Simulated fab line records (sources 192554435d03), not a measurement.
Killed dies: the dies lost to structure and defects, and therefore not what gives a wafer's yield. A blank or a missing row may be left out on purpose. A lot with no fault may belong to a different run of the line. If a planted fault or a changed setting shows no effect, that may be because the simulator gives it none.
fab line records    flow n5Finfet
record: lots: 6  wafers: 18  lastDay: 18
route steps=1938 shown BEOL_M4@1048 PASSIVATION@1936
lots that met no fault: from a run of the same line without faults
startH: hours from the record's first day to the start of the lot's first wafer shown    waitH: time in hours since the lot's previous step    " identical to the entry in the row above    L1.1+2: several wafers, shown together as one row    - value missing, or start not given    * or withheld: withheld    < > ~ a bound
route shown NAME@n: names a module that has steps shown in the file, with the first one's number in the route    usual: mean and standard deviation over wafers with no fault    same: alike in all rows    chamber/n: place in a boat    sites: the reading at each site    _std_site: standard deviation across them    _edge_site: the outer-site mean with the inner-site mean subtracted    radiusMm: how far each site lies from the wafer's centre    mask NAME#n: copy n    behind: tool/chamber where the wafer was last shaped    hold: what put the lot on hold/how long, in hours/how the hold closed    device: the transistor (n, p or np) that didn't switch    end of line: the same wafers' tests at the end of the route    a step with no rows: only its recipe    killed: dies lost to structure and defects at the first sort, not the wafer's yield    map: per-die view of a wafer (x killed, . not killed, _ where there is no die)
set.NAME: the setting the step ran with; set.NAME@STEP: the setting that earlier step ran with    model.NAME: the simulator's own value behind a step, which no gauge read
lots at some steps of the route; a table a step, a row a wafer
services: the hour from which a tool's chamber was out of use, counted from the record's first day as startH (under 0 if before that day), plus the number of hours and why
== steps ==
step: N5_BEOL_M4_COAT_68
recipe: resist: SiARC  tempC: 220  timeS: 60  spinRpm: 1500  resistThkNm: 12
step: N5_BEOL_M4_COAT_76
recipe: resist: underlayer  tempC: 205  timeS: 60  spinRpm: 1500  resistThkNm: 5
step: N5_BEOL_M4_COAT_22
recipe: resist: CAR-EUV  spinRpm: 1500  resistThkNm: 30
step: N5_BEOL_M4_EBR_24
recipe: solvent: PGMEA  ebrWidthMm: 1.5
step: N5_BEOL_M4_SOFTBAKE_23
recipe: tempC: 110  timeS: 60  resist: CAR-EUV
step: N5_BEOL_M4_EXPOSE_25
recipe: maskId: V3  na: 0.33  sourceShape: quasar  sigmaInner: 0.2  sigmaOuter: 0.8  polarization: unpolarized  defocusNm: 5  doseMj: 63
step: N5_BEOL_M4_PEB_26
recipe: pebTempC: 100  pebTimeS: 60  resist: CAR-EUV
step: N5_BEOL_M4_DEVELOP_27
recipe: developTimeS: 30  developer: TMAH  resist: CAR-EUV  rinseLiquid: surfactantRinse  dry: airSpin  devTempC: 23
step: N5_BEOL_M4_CD_MEAS_28
recipe: targetCdNm: 26.2  landingEnergyEv: 500  detector: seInlens  targetCdYNm: 24.1  polarity: opening
usual: cdNm: 26.3/0.31
lot.wafer  tool      chamber  startH  waitH  cdNm
L754.4     cdSem-01  0        176.25  -      26.3
L754.5     "         0        "       "      25.9
L754.6     "         0        "       "      26.4
L755.1     cdSem-03  0        180.36  -      26.5
L755.2     "         0        "       "      25.8
L755.4     "         0        "       "      26.2
L767.4     cdSem-02  0        258.12  -      26.8
L767.5     "         0        "       "      26.5
L767.6     "         0        "       "      26.6
L768.1     cdSem-02  0        261.03  -      26.4
L768.3     "         0        "       "      26.5
L768.6     "         0        "       "      26.3
L772.1     cdSem-01  0        288.26  -      25.9
L772.4     "         0        "       "      25.9
L772.6     "         0        "       "      26.7
L773.1     cdSem-02  0        294.16  -      25.8
L773.3     "         0        "       "      25.7
L773.5     "         0        "       "      25.9
step: N5_BEOL_M4_OVL_MEAS_29
recipe: pointsPerWafer: 522
usual: V3_OVL: -0.2/0.73
lot.wafer  tool        chamber  startH  waitH  V3_OVL[nm]
L754.4     overlay-02  0        176.29  0.0    0.4
L754.5     "           0        "       "      0.3
L754.6     "           0        "       "      -0.2
L755.1     overlay-02  0        180.39  0.0    0.4
L755.2     "           0        "       "      -0.8
L755.4     "           0        "       "      -0.6
L767.4     overlay-01  0        258.17  0.0    -0.2
L767.5     "           0        "       "      -0.1
L767.6     "           0        "       "      -0.6
L768.1     overlay-02  0        261.06  0.0    -1.3
L768.3     "           0        "       "      -0.6
L768.6     "           0        "       "      0.0
L772.1     overlay-01  0        288.29  0.0    -0.7
L772.4     "           0        "       "      0.0
L772.6     "           0        "       "      0.0
L773.1     overlay-02  0        294.19  0.0    -1.5
L773.3     "           0        "       "      -0.8
L773.5     "           0        "       "      -0.5
step: N5_BEOL_M4_INSPECT_30
recipe: mode: adi  inspectInstrument: brightfield
usual: rawDefectCount: 423/84
lot.wafer  tool              chamber  startH  waitH  rawDefectCount
L754.4     defectInspect-01  -        176.34  0.0    378
L754.5     "                 -        "       "      374
L754.6     "                 -        "       "      405
L755.1     defectInspect-01  -        180.45  0.1    384
L755.2     "                 -        "       "      449
L755.4     "                 -        "       "      463
L767.4     defectInspect-02  -        258.21  0.0    478
L767.5     "                 -        "       "      524
L767.6     "                 -        "       "      359
L768.1     defectInspect-02  -        261.12  0.1    562
L768.3     "                 -        "       "      468
L768.6     "                 -        "       "      497
L772.1     defectInspect-01  -        288.35  0.1    430
L772.4     "                 -        "       "      353
L772.6     "                 -        "       "      290
L773.1     defectInspect-02  -        294.25  0.1    382
L773.3     "                 -        "       "      410
L773.5     "                 -        "       "      331
step: N5_BEOL_M4_DESCUM_33
recipe: chemistry: O2  timeS: 7  sourcePowerW: 50  biasPowerW: 20  pressureMtorr: 20  rfFrequencyHz: 2.712e+07  tempC: 40  resist: CAR-EUV  o2FlowSccm: 225
usual: drypumpMotorCurrentA: 5.7/0.66  oesProductAu: 0.82/0.082  rfVppV: 242.8/1.5  showerheadPlenumPTorr: 2.06/0.072  throttleValvePct: 20.45/0.21
lot.wafer  tool        chamber  startH  waitH  drypumpMotorCurrentA  oesProductAu  rfHoursCounterH  rfVppV  showerheadPlenumPTorr  throttleValvePct
L754.4     rieDiel-04  2        176.37  0.0    5.9                   0.69          228              244.0   2.05                   20.54
L754.5     "           2        "       "      5.9                   0.69          -                243.9   2.05                   20.53
L754.6     "           1        "       "      6.1                   0.87          -                243.0   2.06                   20.34
L755.1     rieDiel-03  2        180.49  0.0    4.8                   0.89          32               243.4   2.06                   20.11
L755.2     "           0        "       "      5.0                   0.88          39               243.9   2.15                   20.67
L755.4     "           1        "       "      6.6                   0.68          229              243.7   1.97                   20.63
L767.4     rieDiel-06  2        258.67  0.5    5.4                   0.69          247              241.7   1.96                   20.62
L767.5     "           2        "       "      5.4                   0.69          -                241.2   1.96                   20.61
L767.6     "           1        "       "      4.9                   0.79          -                242.2   2.00                   20.38
L768.1     rieDiel-03  2        261.16  0.0    4.8                   0.86          62               243.5   2.05                   20.15
L768.3     "           3        "       "      6.5                   0.87          53               244.0   2.21                   20.13
L768.6     "           0        "       "      5.0                   0.84          -                242.9   2.14                   20.69
L772.1     rieDiel-04  3        288.39  0.0    5.7                   0.81          106              240.9   2.05                   20.79
L772.4     "           0        "       "      5.5                   0.72          -                241.0   1.99                   20.44
L772.6     "           3        "       "      5.6                   0.80          -                241.9   2.05                   20.78
L773.1     rieDiel-04  3        294.43  0.2    5.6                   0.81          109              242.1   2.05                   20.80
L773.3     "           2        "       "      5.8                   0.94          10               242.4   2.04                   20.15
L773.5     "           0        "       "      5.5                   0.72          -                242.7   1.99                   20.45
step: N5_BEOL_M4_ETCH_77
recipe: chemistry: N2/H2  target: underlayer  targetDepthA: 65  maskMaterial: CAR-EUV  timeS: 5.2  ionEnergyEv: 200  pressureMtorr: 30  sourceW: 840  biasW: 150  n2FlowSccm: 200  h2FlowSccm: 200  ends: cleared
usual: biasW: 150.0/0.48  chamberPressureMTorr: 30.00/0.043  drypumpMotorCurrentA: 5.7/0.66  etchRfOnTimeS: 5.19/0.12  oesProductAu: 0.70/0.069  rfVppV: 522.7/2.7  showerheadPlenumPTorr: 2.50/0.08  throttleValvePct: 17.88/0.23
lot.wafer  tool        chamber  startH  waitH  biasW  chamberPressureMTorr  drypumpMotorCurrentA  etchRfOnTimeS  oesProductAu  rfHoursCounterH  rfVppV  showerheadPlenumPTorr  throttleValvePct  model.CAR-EUV_of_BEOL_M4_COAT_22.thkNm
L754.4     rieDiel-04  2        176.40  0.0    150.1  30.03                 5.9                   5.19           0.59          228              522.8   2.51                   18.14             20.2
L754.5     "           2        "       "      151.2  30.00                 5.8                   5.23           0.60          -                522.5   2.51                   18.11             20.4
L754.6     "           1        "       "      151.5  30.00                 6.2                   4.96           0.74          -                521.0   2.48                   17.61             20.4
L755.1     rieDiel-03  2        180.52  0.0    150.3  29.96                 4.8                   5.07           0.76          32               525.1   2.51                   17.58             20.4
L755.2     "           0        "       "      149.7  30.01                 5.0                   5.13           0.76          39               524.3   2.59                   17.92             20.2
L755.4     "           1        "       "      148.8  30.00                 6.6                   5.16           0.58          229              519.6   2.42                   18.31             20.4
L767.4     rieDiel-06  2        258.71  0.0    -      -                     -                     -              -             -                -       -                      -                 26
L767.5     "           2        "       "      -      -                     -                     -              -             -                -       -                      -                 26
L767.6     "           1        "       "      -      -                     -                     -              -             -                -       -                      -                 26
L768.1     rieDiel-03  2        261.19  0.0    -      -                     -                     -              -             -                -       -                      -                 26.2
L768.3     "           3        "       "      -      -                     -                     -              -             -                -       -                      -                 26.2
L768.6     "           0        "       "      -      -                     -                     -              -             -                -       -                      -                 26.2
L772.1     rieDiel-04  3        288.42  0.0    150.3  29.98                 5.6                   5.09           0.68          106              523.7   2.44                   18.01             20.4
L772.4     "           0        "       "      149.5  29.99                 5.5                   5.30           0.60          -                518.9   2.43                   17.96             20.6
L772.6     "           3        "       "      150.7  29.96                 5.6                   5.07           0.69          -                522.5   2.44                   18.01             20.4
L773.1     rieDiel-04  3        294.46  0.0    150.6  30.07                 5.7                   5.21           0.69          109              518.9   2.44                   18.02             20.6
L773.3     "           2        "       "      149.7  30.02                 5.8                   4.93           0.81          10               521.2   2.50                   17.74             20.4
L773.5     "           0        "       "      150.3  30.03                 5.5                   5.34           0.61          -                522.0   2.43                   17.94             20.6
step: N5_BEOL_M4_ETCH_69
recipe: chemistry: CF4  target: SiARC  targetDepthA: 156  maskMaterial: CAR-EUV  timeS: 26  ionEnergyEv: 80  pressureMtorr: 40  sourceW: 545  biasW: 36  Ar_flow_sccm: 100  cf4FlowSccm: 100  ends: cleared
usual: biasW: 36.01/0.11  cf4FlowSccm: 100.0/0.32  drypumpMotorCurrentA: 5.7/0.65  etchRfOnTimeS: 25.8/0.64  oesProductAu: 0.70/0.068  rfVppV: 183.7/1.2  showerheadPlenumPTorr: 2.11/0.067  throttleValvePct: 15.62/0.23
lot.wafer  tool        chamber  startH  waitH  biasW  cf4FlowSccm  drypumpMotorCurrentA  etchRfOnTimeS  oesProductAu  rfHoursCounterH  rfVppV  showerheadPlenumPTorr  throttleValvePct
L754.4     rieDiel-04  2        176.42  0.0    35.93  100.1        5.8                   25.9           0.59          228              185.4   2.12                   15.92
L754.5     "           2        "       "      36.08  100.4        5.8                   25.9           0.60          -                184.7   2.12                   15.91
L754.6     "           1        "       "      35.85  99.6         6.1                   24.8           0.75          -                182.4   2.09                   15.36
L755.1     rieDiel-03  2        180.54  0.0    35.95  99.8         4.8                   25.4           0.77          32               184.4   2.09                   15.17
L755.2     "           0        "       "      35.94  100.0        5.0                   25.7           0.76          39               185.1   2.19                   15.69
L755.4     "           1        "       "      36.02  99.5         6.6                   26.0           0.58          229              183.9   2.03                   15.90
L767.4     rieDiel-06  2        258.72  0.0    35.93  100.0        5.4                   26.7           0.58          247              182.5   2.03                   15.93
L767.5     "           2        "       "      36.11  99.6         5.3                   26.9           0.59          -                182.8   2.03                   15.92
L767.6     "           1        "       "      36.09  100.8        4.9                   26.2           0.67          -                184.5   2.07                   15.66
L768.1     rieDiel-03  2        261.21  0.0    35.97  99.6         4.8                   25.2           0.73          62               182.8   2.08                   15.23
L768.3     "           3        "       "      35.98  100.2        6.5                   25.0           0.73          53               187.5   2.26                   15.38
L768.6     "           0        "       "      35.81  99.7         5.0                   26.0           0.72          -                183.8   2.17                   15.74
L772.1     rieDiel-04  3        288.44  0.0    36.15  100.0        5.6                   25.6           0.69          106              182.9   2.09                   15.86
L772.4     "           0        "       "      36.12  100.3        5.5                   26.4           0.61          -                184.0   2.05                   15.71
L772.6     "           3        "       "      36.37  100.2        5.6                   25.6           0.69          -                184.8   2.09                   15.87
L773.1     rieDiel-04  3        294.48  0.0    35.93  100.4        5.6                   25.8           0.69          109              182.8   2.09                   15.88
L773.3     "           2        "       "      36.16  100.3        5.8                   25.0           0.80          10               182.5   2.11                   15.47
L773.5     "           0        "       "      35.96  100.1        5.5                   26.5           0.61          -                184.2   2.05                   15.70
step: N5_BEOL_M4_ALD_98
recipe: material: SiO2  targetThkA: 25  tempC: 100  aldPrecursorFamily: BDEAS  aldCoReactant: O2-plasma  pulseTimeS: 1  coReactantPulseTimeS: 1  purgeTimeS: 2  coReactantPurgeTimeS: 2  aldCycles: 17  pressureTorr: 2
usual: heaterPowerW: 77/8  precursorPulseHeightRel: 1.001/0.019
lot.wafer  tool       chamber  startH  waitH  heaterPowerW  precursorPulseHeightRel
L754.4     aldSin-01  0        176.66  0.2    78            1.007
L754.5     "          1        "       "      72            1.029
L754.6     "          0        "       "      78            1.003
L755.1     aldSin-04  1        180.97  0.4    84            0.986
L755.2     "          0        "       "      62            1.033
L755.4     "          2        "       "      80            1.014
L767.4     aldSin-04  2        258.89  0.1    80            1.021
L767.5     "          3        "       "      87            0.993
L767.6     "          0        "       "      63            1.016
L768.1     aldSin-04  3        261.29  0.1    86            0.994
L768.3     "          0        "       "      61            0.967
L768.6     "          0        "       "      63            0.993
L772.1     aldSin-02  3        288.72  0.3    72            1.009
L772.4     "          0        "       "      67            0.989
L772.6     "          3        "       "      75            0.994
L773.1     aldSin-02  1        294.56  0.1    77            0.997
L773.3     "          2        "       "      73            1.016
L773.5     "          3        "       "      74            0.986
step: N5_BEOL_M4_ETCHBACK_99
recipe: chemistry: CHF3  target: SiO2  targetDepthA: 50  timeS: 10.4  sourceW: 215  biasW: 47  Ar_flow_sccm: 200  CHF3_flow_sccm: 12  ionEnergyEv: 100  pressureMtorr: 30
usual: drypumpMotorCurrentA: 5.7/0.56  oes_ar_750_au: 0.81/0.079  oesProductAu: 0.81/0.083  rfVppV: 239/4.1  showerheadPlenumPTorr: 2.10/0.06  throttleValvePct: 17.09/0.23
lot.wafer  tool        chamber  startH  waitH  drypumpMotorCurrentA  oes_ar_750_au  oesProductAu  rfHoursCounterH  rfVppV  showerheadPlenumPTorr  throttleValvePct  model.CAR-EUV_of_BEOL_M4_COAT_22.thkNm
L754.4     rieDiel-04  0        181.76  5.1    5.5                   0.74           0.74          140              238     2.06                   17.06             10.4
L754.5     "           2        "       "      5.8                   0.71           0.68          -                236     2.13                   17.36             10.4
L754.6     "           1        "       "      6.1                   0.87           0.86          -                234     2.09                   16.77             10.4
L755.1     rieDiel-04  1        186.19  5.2    6.1                   0.86           0.86          52               234     2.08                   16.77             10.4
L755.2     "           0        "       "      5.5                   0.74           0.74          142              238     2.06                   17.04             10.4
L755.4     "           3        "       "      5.6                   0.85           0.85          67               235     2.11                   17.27             10.4
L768.1     rieDiel-03  2        263.35  2.0    4.8                   0.84           0.85          63               245     2.08                   16.60             16.4
L768.3     "           0        "       "      5.0                   0.83           0.84          71               239     2.19                   17.26             16.4
L768.6     "           0        "       "      5.0                   0.83           0.83          -                238     2.19                   17.27             16.4
L767.4     rieDiel-04  1        263.41  4.5    6.1                   0.83           0.82          -                236     2.07                   16.83             16
L767.5     "           0        "       "      5.5                   0.72           0.73          -                238     2.05                   17.07             16
L767.6     "           3        "       "      5.6                   0.81           0.82          -                239     2.10                   17.33             16.2
L772.1     rieDiel-04  2        290.23  1.5    5.9                   0.95           0.95          8                234     2.12                   16.95             10.4
L772.4     "           3        "       "      5.7                   0.81           0.81          -                237     2.09                   17.34             10.6
L772.6     "           0        "       "      5.5                   0.72           0.72          -                239     2.05                   17.11             10.4
L773.1     rieDiel-04  3        297.61  3.0    5.6                   0.80           0.81          110              238     2.09                   17.34             10.6
L773.3     "           2        "       "      5.9                   0.94           0.93          11               235     2.12                   16.97             10.4
L773.5     "           2        "       "      5.9                   0.94           0.93          -                237     2.12                   16.95             10.6
step: N5_BEOL_M4_ETCH_70
recipe: chemistry: N2/H2  target: SOC  targetDepthA: 800  overetchA: 240  maskMaterial: SiARC  tempC: 40  timeS: 130  ionEnergyEv: 200  pressureMtorr: 30  sourceW: 840  biasW: 150  n2FlowSccm: 200  h2FlowSccm: 200
usual: biasW: 150.0/0.49  chamberPressureMTorr: 30.00/0.034  drypumpMotorCurrentA: 5.7/0.56  oesProductAu: 0.59/0.057  rfVppV: 522.2/2  showerheadPlenumPTorr: 2.48/0.062  throttleValvePct: 17.84/0.22
lot.wafer  tool        chamber  startH  waitH  biasW  chamberPressureMTorr  drypumpMotorCurrentA  oesProductAu  rfHoursCounterH  rfVppV  showerheadPlenumPTorr  throttleValvePct
L754.4     rieDiel-04  0        181.79  0.0    149.4  29.98                 5.5                   0.55          140              521.6   2.44                   17.83
L754.5     "           2        "       "      149.6  30.05                 5.8                   0.51          -                523.6   2.51                   18.06
L754.6     "           1        "       "      149.9  30.00                 6.1                   0.63          -                521.6   2.48                   17.57
L755.1     rieDiel-04  1        186.23  0.0    149.3  30.06                 6.1                   0.62          52               521.4   2.48                   17.55
L755.2     "           0        "       "      149.9  29.98                 5.5                   0.55          142              520.3   2.44                   17.84
L755.4     "           3        "       "      150.1  29.98                 5.6                   0.62          67               523.1   2.46                   17.91
L768.1     rieDiel-03  2        263.39  0.0    150.3  30.03                 4.8                   0.62          63               522.5   2.49                   17.59
L768.3     "           0        "       "      150.1  30.01                 5.1                   0.62          71               524.1   2.57                   17.94
L768.6     "           0        "       "      150.8  29.99                 5.0                   0.62          -                524.6   2.57                   17.91
L767.4     rieDiel-04  1        263.47  0.0    150.5  29.99                 6.2                   0.60          -                521.4   2.47                   17.60
L767.5     "           0        "       "      149.4  29.95                 5.5                   0.54          -                520.8   2.43                   17.90
L767.6     "           3        "       "      149.9  30.00                 5.6                   0.59          -                522.7   2.44                   17.96
L772.1     rieDiel-04  2        290.26  0.0    149.8  30.03                 5.9                   0.68          8                522.8   2.50                   17.69
L772.4     "           3        "       "      150.6  30.03                 5.7                   0.58          -                520.0   2.44                   17.97
L772.6     "           0        "       "      150.0  29.94                 5.5                   0.53          -                520.0   2.43                   17.92
L773.1     rieDiel-04  3        297.64  0.0    150.5  29.98                 5.7                   0.58          110              521.8   2.44                   17.97
L773.3     "           2        "       "      149.9  30.00                 5.9                   0.67          11               522.7   2.50                   17.68
L773.5     "           2        "       "      149.9  29.99                 5.9                   0.67          -                522.4   2.50                   17.68
step: N5_BEOL_M4_RC_MEAS_101
usual: DIBL_N: 36.0/1.6  DIBL_P: 36.1/2  IOFF_N: 0.160/0.029  IOFF_P: 0.21/0.039  ION_N: 675/13  ION_P: 464/8.8  SS_N: 71.5/0.58  SS_P: 73.3/0.65  VT_N: 250/3.3  VT_P: -249/3.6
lot.wafer  tool       chamber  startH  waitH  DIBL_N[mV/V]  DIBL_P[mV/V]  IOFF_N[nA/um]  IOFF_P[nA/um]  ION_N[uA/um]  ION_P[uA/um]  SS_N[mV/dec]  SS_P[mV/dec]  VT_N[mV]  VT_P[mV]
L754.4     prober-02  0        187.27  0.5    35.3          35.7          0.135          0.17           667           455           72.0          72.2          252       -256
L754.5     "          0        "       "      33.8          33.5          0.111          0.14           656           454           71.8          72.8          256       -258
L754.6     "          0        "       "      35.2          34.8          0.135          0.17           675           460           71.8          73.1          253       -254
L755.1     prober-02  0        191.04  0.0    32.2          33.8          0.122          0.18           669           465           70.1          72.2          254       -252
L755.2     "          0        "       "      37.0          39.5          0.202          0.27           706           486           72.7          74.6          246       -246
L755.4     "          0        "       "      33.7          35.0          0.134          0.19           668           457           70.6          73.3          253       -250
L768.1     prober-01  0        268.08  0.0    35.8          36.9          0.169          0.20           693           470           71.8          73.4          248       -249
L768.3     "          0        "       "      36.0          37.0          0.182          0.21           694           475           71.1          73.8          245       -248
L768.6     "          0        "       "      36.5          38.0          0.188          0.21           694           474           71.4          73.8          247       -248
L767.4     prober-02  0        268.35  0.5    35.2          36.3          0.154          0.23           669           466           72.0          73.8          249       -247
L767.5     "          0        "       "      33.2          33.6          0.123          0.19           671           468           70.5          72.8          252       -247
L767.6     "          0        "       "      37.5          38.1          0.183          0.24           667           463           71.9          73.9          249       -249
L772.1     prober-02  0        294.45  0.0    34.6          35.7          0.152          0.22           666           456           71.4          73.7          250       -247
L772.4     "          0        "       "      31.8          33.1          0.106          0.18           655           457           70.4          72.1          255       -252
L772.6     "          0        "       "      30.4          31.7          0.092          0.16           650           453           70.9          72.3          259       -254
L773.1     prober-02  0        303.28  0.0    34.6          34.1          0.130          0.18           657           452           71.7          72.8          254       -251
L773.3     "          0        "       "      36.9          38.1          0.192          0.26           674           464           71.4          73.9          248       -246
L773.5     "          0        "       "      33.7          33.0          0.120          0.17           660           454           71.5          72.7          255       -252
step: N5_PASSIVATION_PROBE_49
usual: defectLimitedYield: 91.0/1.3  killed_at_M0_to_M3: 36/9.5  killed_at_M4_up: 14/5.6  killedAtContacts: 12/6.4  killedAtFrontEnd: 40/10  killedAtOther: 3.2/3  killedDies: 107/15  killedOnRim: 15/4.5  killedOpen: 69/12  killedShort: 35/7.7  sort_bin_5_function: 5.3/0.91  sort_bin_6_memory: 3.3/0.65  sortNPass: 1073/15  sortYieldPct: 91.0/1.3
same: grossDies: 1180  killedAtBackSide: 0  sort_bin_4_leakage[%]: 0  sort_bin_8_speed[%]: 0
lot.wafer  tool       chamber  startH  waitH  defectLimitedYield[%]  killed_at_M0_to_M3  killed_at_M4_up  killedAtContacts  killedAtFrontEnd  killedAtOther  killedDies  killedOnRim  killedOpen  killedShort  sort_bin_5_function[%]  sort_bin_6_memory[%]  sortNPass  sortYieldPct[%]
L767.4     prober-01  -        382.06  0.2    87.5                   47                  21               23                44                13             148         26           82          63           8.1                     4.2                   1032       87.5
L767.5     prober-01  -        382.11  0.2    91.2                   44                  15               21                22                2              104         13           73          31           5.1                     3.6                   1076       91.2
L767.6     prober-01  -        382.16  0.3    90.4                   42                  16               14                28                13             113         13           76          35           5.4                     3.6                   1067       90.4
L772.1     prober-01  -        403.33  0.0    93.5                   24                  13               13                27                0              77          9            57          20           3.6                     2.6                   1103       93.5
L772.4     prober-01  -        403.48  0.2    91.3                   40                  13               22                25                3              103         13           76          23           5.2                     3.4                   1077       91.3
L772.6     prober-01  -        403.58  0.3    92.9                   26                  15               16                27                0              84          12           55          27           4.5                     2.4                   1096       92.9
killed by level:class
L767.4 MOL_CONTACT_COAG:geometricParticle:open=18 BEOL_M0_SAQP:geometricParticle:short=14 FIN_SAQP:geometricParticle:short=10 BEOL_M0_SAQP:geometricParticle:open=7 GATE_CUT:geometricParticle:short=7 BEOL_M0:geometricParticle:open=7 BEOL_M1:geometricParticle:open=7 FIN_SAQP:geometricParticle:open=6
L767.5 MOL_CONTACT_COAG:geometricParticle:open=15 BEOL_M0_SAQP:geometricParticle:short=11 FIN_SAQP:geometricParticle:open=10 BEOL_M1:geometricParticle:open=7 MOL_CONTACT_COAG:geometricParticle:short=6 BEOL_M5:geometricParticle:open=6 BEOL_M3:geometricParticle:open=5 BEOL_M0:geometricParticle:open=5
L767.6 MOL_CONTACT_COAG:geometricParticle:open=13 FIN_SAQP:geometricParticle:open=11 BEOL_M0_SAQP:geometricParticle:short=11 BEOL_M1:geometricParticle:open=9 GATE_CUT:geometricParticle:short=6 PAD_METAL:geometricParticle:open=5 BEOL_M0_SAQP:geometricParticle:open=5 BEOL_M5:geometricParticle:open=5
L772.1 MOL_CONTACT_COAG:geometricParticle:open=11 FIN_SAQP:geometricParticle:short=7 BEOL_M4:geometricParticle:open=7 BEOL_M3:geometricParticle:open=6 BEOL_M2:geometricParticle:open=6 BEOL_M0_SAQP:geometricParticle:open=5 FIN_SAQP:geometricParticle:open=4 GATE_CUT:geometricParticle:short=4
L772.4 MOL_CONTACT_COAG:geometricParticle:open=17 FIN_SAQP:geometricParticle:open=10 BEOL_M0_SAQP:geometricParticle:open=9 BEOL_M1:geometricParticle:open=7 STI_FIN_REVEAL:geometricParticle:open=6 BEOL_M2:geometricParticle:open=6 MOL_CONTACT_COAG:geometricParticle:short=5 BEOL_M3:geometricParticle:open=5
L772.6 MOL_CONTACT_COAG:geometricParticle:open=11 BEOL_M2:geometricParticle:open=10 GATE_CUT:geometricParticle:short=5 MOL_CONTACT_COAG:geometricParticle:short=5 BEOL_M4:geometricParticle:open=5 FIN_SAQP:geometricParticle:open=4 GATE_CUT:geometricParticle:open=4 BEOL_M0_SAQP:geometricParticle:short=4
== services ==
tool        chamber  startH  hours  kind
aldSin-01   -        176.75  14.0   pm
aldSin-01   2        194.30  4.3    repair
aldSin-02   0        197.62  23.9   repair
aldSin-02   -        206.28  1.0    repair
rieDiel-04  2        239.29  -      clean
rieDiel-04  2        239.29  -      consumableReplace:focusRing
rieDiel-04  2        239.29  25.0   scheduledDown
rieDiel-04  2        239.29  25.0   ventCycle
rieDiel-03  1        241.09  -      clean
rieDiel-03  1        241.09  -      consumableReplace:focusRing
rieDiel-03  1        241.09  -      consumableReplace:showerhead
rieDiel-03  1        241.09  30.5   scheduledDown
rieDiel-03  1        241.09  30.5   ventCycle
rieDiel-06  2        243.08  8.3    repair
aldSin-04   -        250.61  6.1    pm
aldSin-02   1        250.79  19.6   repair
aldSin-01   0        250.92  7.7    repair
aldSin-02   -        268.25  14.0   pm
aldSin-02   0        268.25  14.0   ventCycle
aldSin-02   2        268.25  14.0   ventCycle
rieDiel-06  2        268.31  -      clean
rieDiel-06  2        268.31  -      consumableReplace:focusRing
rieDiel-06  2        268.31  -      consumableReplace:showerhead
rieDiel-04  3        281.53  2.6    repair
== key ==
firstSign: step: N5_BEOL_M4_ETCH_77  reading: toolRecord  direction: missing
effect none on later readings
modelEffect: step: N5_BEOL_M4_ETCH_77  value: CAR-EUV_of_BEOL_M4_COAT_22.thkNm  without: 20.43  struck: 26.1
modelEffect: step: N5_BEOL_M4_ETCHBACK_99  value: CAR-EUV_of_BEOL_M4_COAT_22.thkNm  without: 10.47  struck: 16.23
metAt N5_BEOL_M4_ETCH_77
struckWafers L767.4,L767.5,L767.6,L768.1,L768.3,L768.6
onsetBetween 180.52 258.71
fault: kind: skippedStepWhole  tool: rieDiel-03,rieDiel-06  chamber: -  onsetH: 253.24  steps: N5_BEOL_M4_ETCH_77  scope: struckLotsOnly
